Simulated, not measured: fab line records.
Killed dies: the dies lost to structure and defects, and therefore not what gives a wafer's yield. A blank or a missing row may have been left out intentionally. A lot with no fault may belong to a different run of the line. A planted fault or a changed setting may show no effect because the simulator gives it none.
Chamber matching ; flow n5-finfet ; 4 sister chambers for N5_HKMG_FIN_ALD_75 on ald-hk-02
The step deposits Al2O3, target thk 1 nm, co reactant pulse time 1 s. 4 wafers are shown with their chamber, then 9 later ones without.

## WAFERS PAIRED WITH THEIR CHAMBERS
wafer;chamber;heater-power-w (W)
L084.1;2;159
L086.3;1;143
L086.4;3;138
L086.5;0;133

## WAFERS WHOSE CHAMBER IS MISSING
wafer;heater-power-w (W)
L089.1;162
L089.2;140
L089.4;138
L094.1;131
L094.2;163
L094.3;144
L096.1;137
L096.3;162
L096.4;130

## WHICH CHAMBER EACH ONE RAN IN
wafer;from the rows above;in truth
L089.1;2;2
L089.2;can't be placed: 3 or 1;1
L089.4;3;3
L094.1;0;0
L094.2;2;2
L094.3;1;1
L096.1;can't be placed: 3 or 0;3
L096.3;2;2
L096.4;0;0
Correctly placed: 7 of 9. Cannot be placed on the basis of these rows: 2; the candidates contain the true chamber in 2. Wrongly placed: 0.
How it was worked out, from the rows above alone: a wafer's distance from a chamber is the root of the sum, over the readings, of the square of ((its reading less the chamber's mean) divided by the reading's scatter). If the next closest chamber is less than 2 further off than the closest, the wafer can't be placed; otherwise it belongs to the closest. A chamber's mean is the mean of its shown wafers. The scatter (one wafer shown for each chamber): square how far every hidden wafer sits from the nearest shown wafer, average those squares and take the square root.
